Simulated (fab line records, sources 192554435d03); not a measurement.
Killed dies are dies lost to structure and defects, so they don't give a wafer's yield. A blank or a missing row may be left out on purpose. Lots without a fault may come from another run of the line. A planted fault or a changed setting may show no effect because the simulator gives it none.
fab line records | flow n5_finfet
record lots=7 wafers=39
route steps=1938 shown FIN_SAQP@120 FIN_CUT@160 DUMMY_GATE@246 HKMG_FIN@442 BEOL_M4@1111
start_h: hours from the record's first day to the start of the lot's first wafer shown | wait_h: hours since the lot's step before | " the same as in the row above | L1.1+2: a row that stands for several wafers | - no value, or no start given | * or withheld: withheld | < > ~ a bound
route shown NAME@n: a module of which the file shows steps, and the number in the route of the first | usual: mean/standard deviation of fault-free wafers | same: alike in all rows | chamber/n: place in a boat | sites: the reading at each site | _std_site: their standard deviation | _edge_site: outer sites' mean less inner sites' | radius_mm: how far each site lies from the wafer's centre | mask NAME#n: copy n | behind: the tool/chamber that last shaped the wafer | hold: why the lot was held/for how many hours/how that ended | device: the transistor (n, p or np) that didn't switch | end of line: the same wafers' tests at the end of the route | a step without rows: its recipe alone | killed: dies lost to structure and defects at the first sort, not the wafer's yield | map: a wafer's dies, x killed, . not, _ none there
set.NAME: the setting as run; set.NAME@STEP: as run at that earlier step | model.NAME: the simulator's own value behind a step, which no gauge read
lots whose settings were changed on purpose; a table a step, a row a wafer
## steps
# step N5_FIN_SAQP_MANDREL_ETCH_22
# recipe target_depth_a=600 chemistry=HBr/Cl2 target=a-Si stop_on=SiNx bt_time_s=10 over_etch_frac=0.5 time_s=30 pressure_mtorr=10 icp_w=800 bias_w=75 HBr_flow_sccm=150 Cl2_flow_sccm=80 ends=end_point
# step N5_FIN_SAQP_ETCH_69
# recipe chemistry=N2/H2 target=SOC target_depth_a=1500 stop_on=SiNx ion_energy_ev=100 bias_w=61 pressure_mtorr=30 source_w=850 n2_flow_sccm=200 h2_flow_sccm=200
# step N5_FIN_CUT_EXPOSE_05
# recipe mask_id=FIN_CUT na=0.33 source_shape=annular sigma_inner=0.35 sigma_outer=0.8 polarization=unpolarized dose_mj=45.75
# step N5_DUMMY_GATE_ETCH_32
# recipe chemistry=CF4 target=SiO2 target_depth_a=35 time_s=3.9 ion_energy_ev=350 pressure_mtorr=10 icp_w=800 bias_w=400 cf4_flow_sccm=80
# step N5_DUMMY_GATE_ETCH_42
# recipe chemistry=CHF3/O2 target=SiO2 target_depth_a=35 time_s=31 ion_energy_ev=30 bias_w=12 pressure_mtorr=30 source_w=600 Ar_flow_sccm=200 CHF3_flow_sccm=50 O2_flow_sccm=5
# step N5_HKMG_FIN_ALD_91
# recipe material=TiN target_thk_a=10 temp_c=400 ald_precursor_family=TiCl4 ald_co_reactant=NH3 pulse_time_s=1 purge_time_s=3 co_reactant_purge_time_s=2 co_reactant_pulse_time_s=2 ald_cycles=47 pressure_torr=3
# step N5_HKMG_FIN_NWFM_ALD_20
# recipe material=TiAlC target_thk_a=20 temp_c=300 ald_precursor_family=TiCl4 ald_co_reactant=TEA pulse_time_s=3 purge_time_s=2 co_reactant_purge_time_s=2 co_reactant_pulse_time_s=10 ald_cycles=7 pressure_torr=3
# step N5_HKMG_FIN_ALD_71
# step N5_BEOL_M4_RC_MEAS_101
# usual IOFF_N_LONG=5.44e-05/2.4e-06 IOFF_P_LONG=0.000105/8.5e-06 VT_N=250.4/2.7 VT_N_LONG=275.5/1.8 VT_N_LVT=99/3.1
# columns lot.wafer tool chamber start_h wait_h set.icp_w@FIN_SAQP_MANDREL_ETCH_22 set.target_depth_a@FIN_SAQP_ETCH_69 set.dose_mj@FIN_CUT_EXPOSE_05 set.time_s@DUMMY_GATE_ETCH_32 set.bias_w@DUMMY_GATE_ETCH_42 set.temp_c@HKMG_FIN_ALD_91 set.ald_cycles@HKMG_FIN_NWFM_ALD_20 set.temp_c@HKMG_FIN_ALD_71 IOFF_N_LONG[nA/um] IOFF_P_LONG[nA/um] VT_N[mV] VT_N_LONG[mV] VT_N_LVT[mV]
L075.1 prober-01 0 183.96 0.0 800 1500 45.75 3.398 12 384.5 7 400 6.38e-05 8.7e-05 244.9 268.7 90
L075.2 " 0 " " 800 1500 43.19 3.9 12.6 400 7 400 5.32e-05 9.3e-05 251.6 276.5 95
L075.3 " 0 " " 800 1583 45.75 3.9 12 384.5 7 400 6.34e-05 8.9e-05 245.3 267.9 90
L075.4 " 0 " " 800 1583 43.19 3.9 12 400 7 400 5.24e-05 9.3e-05 249.1 273.8 97
L075.5 " 0 " " 800 1500 43.19 3.398 12.6 384.5 7 400 6.3e-05 8.8e-05 241.6 271.1 88
L075.6 " 0 " " 800 1583 45.75 3.398 12.6 400 7 400 5.26e-05 9.1e-05 250.1 276.6 96
L076.1 prober-02 0 193.95 0.0 800 1619 44.46 3.9 12 387.5 7 384.4 6.53e-05 0.000107 247.3 269.9 97
L076.2 " 0 " " 800 1500 44.46 3.9 10.03 400 7 384.4 5.6e-05 0.000114 247.3 274.8 98
L076.3 " 0 " " 857.9 1619 44.46 3.9 10.03 387.5 7 400 6.56e-05 0.000104 243.2 269.4 93
L076.4 " 0 " " 800 1500 45.75 3.9 10.03 387.5 7 400 6.62e-05 0.000105 240.7 268.8 93
L076.5 " 0 " " 857.9 1619 45.75 3.9 12 400 7 400 5.63e-05 0.00011 253.0 272.4 101
L076.6 " 0 " " 857.9 1500 45.75 3.9 12 400 7 384.4 5.59e-05 0.000111 248.2 274.3 99
L079.1 prober-02 0 211.49 0.0 800 1500 47.56 4.658 12 390.1 6 407.5 3.41e-05 0.00011 271.0 297.5 124
L079.2 " 0 " " 800 1500 47.56 4.658 12 400 6 407.5 3.14e-05 0.000113 276.0 302.6 125
L079.3 " 0 " " 877.8 1500 45.75 4.658 12 390.1 7 400 5.58e-05 9.2e-05 246.3 273.8 96
L079.4 " 0 " " 877.8 1500 47.56 3.9 12 400 7 400 4.97e-05 9.3e-05 248.6 277.6 101
L079.5 " 0 " " 800 1500 45.75 3.9 12 400 7 407.5 4.79e-05 9.6e-05 255.5 277.4 106
L079.6 " 0 " " 877.8 1500 45.75 3.9 12 390.1 6 400 3.36e-05 0.00011 269.7 294.7 122
L086.1 prober-02 0 251.21 0.0 847.1 1664 45.75 3.089 12 400 7 400 5.45e-05 0.000103 251.7 275.7 103
L086.2 " 0 " " 847.1 1500 45.75 3.089 10.34 416 7 407.7 4.75e-05 0.000116 255.2 281.1 106
L086.3 " 0 " " 847.1 1500 44.23 3.9 12 400 7 407.7 5.49e-05 0.000105 250.9 274.7 101
L086.4 " 0 " " 800 1664 44.23 3.9 12 416 7 400 4.8e-05 0.000112 259.7 280.8 106
L086.5 " 0 " " 800 1664 45.75 3.9 10.34 416 7 407.7 4.71e-05 0.000109 259.8 283.5 109
L086.6 " 0 " " 800 1500 44.23 3.089 10.34 400 7 400 5.59e-05 0.000105 254.9 272.9 104
L089.1 prober-02 0 276.12 0.0 800 1500 44.53 3.9 12 400 7 400 5.47e-05 0.000115 247.3 274.6 97
L089.2 " 0 " " 917.7 1500 45.75 3.9 13.13 388 7 400 6.37e-05 0.000115 243.2 271.2 91
L089.3 " 0 " " 800 1445 45.75 3.345 13.13 400 7 400 5.36e-05 0.000119 252.0 276.4 102
L089.4 " 0 " " 917.7 1500 45.75 3.345 12 400 7 400 5.49e-05 0.00012 250.0 275.4 97
L089.5 " 0 " " 917.7 1445 44.53 3.9 12 388 7 400 6.42e-05 0.000115 239.8 269.4 91
L089.6 " 0 " " 800 1445 44.53 3.345 13.13 388 7 400 6.37e-05 0.000114 245.1 271.2 91
L093.2 prober-01 0 303.27 0.7 800 1500 45.75 3.9 12 400 7 400 5.68e-05 0.000118 249.5 272.7 99
L093.3 " 0 " " 800 1500 45.75 3.9 12 400 7 400 5.69e-05 0.000119 251.6 275.3 101
L093.6 " 0 " " 800 1500 45.75 3.9 12 400 7 400 5.74e-05 0.000124 251.4 274.2 99
L096.1 prober-02 0 316.46 0.0 800 1500 45.75 3.9 12 400 8 400 8.91e-05 8.9e-05 234.4 257.7 84
L096.2 " 0 " " 800 1500 45.75 3.9 10.47 400 7 400 5.49e-05 0.000106 252.6 275.5 101
L096.3 " 0 " " 924 1500 45.75 3.9 10.47 386.7 7 400 6.38e-05 9.9e-05 243.2 270.4 91
L096.4 " 0 " " 800 1500 45.75 3.9 12 386.7 8 400 0.0001075 8.4e-05 227.5 250.1 75
L096.5 " 0 " " 924 1500 45.75 3.9 10.47 400 8 400 9.02e-05 9.2e-05 232.3 259.4 81
L096.6 " 0 " " 924 1500 45.75 3.9 12 386.7 7 400 6.43e-05 9.9e-05 242.0 269.9 93
## key
split step=N5_FIN_SAQP_MANDREL_ETCH_22 setting=icp_w stated_as=800
response none clear
split step=N5_FIN_SAQP_ETCH_69 setting=target_depth_a stated_as=1500
response none clear
split step=N5_FIN_CUT_EXPOSE_05 setting=dose_mj stated_as=45.75
response none clear
split step=N5_DUMMY_GATE_ETCH_32 setting=time_s stated_as=3.9
response none clear
split step=N5_DUMMY_GATE_ETCH_42 setting=bias_w stated_as=12
response none clear
split step=N5_HKMG_FIN_ALD_91 setting=temp_c stated_as=400
response step=N5_BEOL_M4_RC_MEAS_101 reading=VT_N_LONG slope=+1.74 per=1% together_with=all explained=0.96
response step=N5_BEOL_M4_RC_MEAS_101 reading=IOFF_N_LONG slope=-2.89e-06 per=1% together_with=all explained=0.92
response step=N5_BEOL_M4_RC_MEAS_101 reading=VT_N_LVT slope=+1.72 per=1% together_with=all explained=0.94
response step=N5_BEOL_M4_RC_MEAS_101 reading=IOFF_P_LONG slope=+1.66e-06 per=1% together_with=all explained=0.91
response step=N5_BEOL_M4_RC_MEAS_101 reading=VT_N slope=+1.77 per=1% together_with=all explained=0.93
split step=N5_HKMG_FIN_NWFM_ALD_20 setting=ald_cycles stated_as=7
response step=N5_BEOL_M4_RC_MEAS_101 reading=VT_N_LONG slope=-1.44 per=1% together_with=all explained=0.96
response step=N5_BEOL_M4_RC_MEAS_101 reading=VT_N_LVT slope=-1.47 per=1% together_with=all explained=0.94
response step=N5_BEOL_M4_RC_MEAS_101 reading=VT_N slope=-1.43 per=1% together_with=all explained=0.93
response step=N5_BEOL_M4_RC_MEAS_101 reading=IOFF_N_LONG slope=+2.07e-06 per=1% together_with=all explained=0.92
response step=N5_BEOL_M4_RC_MEAS_101 reading=IOFF_P_LONG slope=-1.19e-06 per=1% together_with=all explained=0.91
split step=N5_HKMG_FIN_ALD_71 setting=temp_c stated_as=400
response none clear
